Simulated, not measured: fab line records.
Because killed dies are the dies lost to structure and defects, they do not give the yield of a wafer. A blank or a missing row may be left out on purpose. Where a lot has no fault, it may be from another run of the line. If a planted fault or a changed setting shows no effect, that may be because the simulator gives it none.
Chamber matching :: flow n5Finfet :: N5_BEOL_M3_ALD_98 on aldSin-01: 4 sister chambers
The step deposits SiO2, target thk 2.5 nm, pulse time 1 s, co reactant pulse time 1 s. 4 wafers are shown with their chamber, then 8 later ones without.

WAFERS WITH THEIR CHAMBER
wafer: L088.6
chamber: 0
heaterPowerW (W): 71

wafer: L093.1
chamber: 2
heaterPowerW (W): 83

wafer: L093.4
chamber: 3
heaterPowerW (W): 74

wafer: L092.3
chamber: 1
heaterPowerW (W): 82

WAFERS WITHOUT THEIR CHAMBER
wafer: L092.5
heaterPowerW (W): 71

wafer: L092.6
heaterPowerW (W): 74

wafer: L095.2
heaterPowerW (W): 72

wafer: L095.5
heaterPowerW (W): 83

wafer: L095.6
heaterPowerW (W): 85

wafer: L097.2
heaterPowerW (W): 73

wafer: L097.3
heaterPowerW (W): 71

wafer: L097.5
heaterPowerW (W): 86

EACH ONE'S CHAMBER
wafer: L092.5
from the rows above: 0
in truth: 0

wafer: L092.6
from the rows above: 3
in truth: 3

wafer: L095.2
from the rows above: can't be placed: 0 or 3
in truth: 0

wafer: L095.5
from the rows above: can't be placed: 2 or 1
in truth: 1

wafer: L095.6
from the rows above: can't be placed: 2 or 1
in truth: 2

wafer: L097.2
from the rows above: can't be placed: 3 or 0
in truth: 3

wafer: L097.3
from the rows above: 0
in truth: 0

wafer: L097.5
from the rows above: can't be placed: 2 or 1
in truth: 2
Placed correctly: 3 of 8. Cannot be placed on the basis of these rows: 5; the candidates contain the true chamber in 5. 0 placed wrongly.
How it was worked out, from the rows above alone: a wafer's distance from a chamber is the root of the sum, over the readings, of the square of ((its reading less the chamber's mean) divided by the reading's scatter). The wafer belongs to the nearest chamber; if the next one is less than 2 further off, it can't be placed. Each chamber's mean is taken over the wafers shown for it. The scatter: root of mean squared gap, hidden wafer to nearest shown wafer, with one shown wafer a chamber.
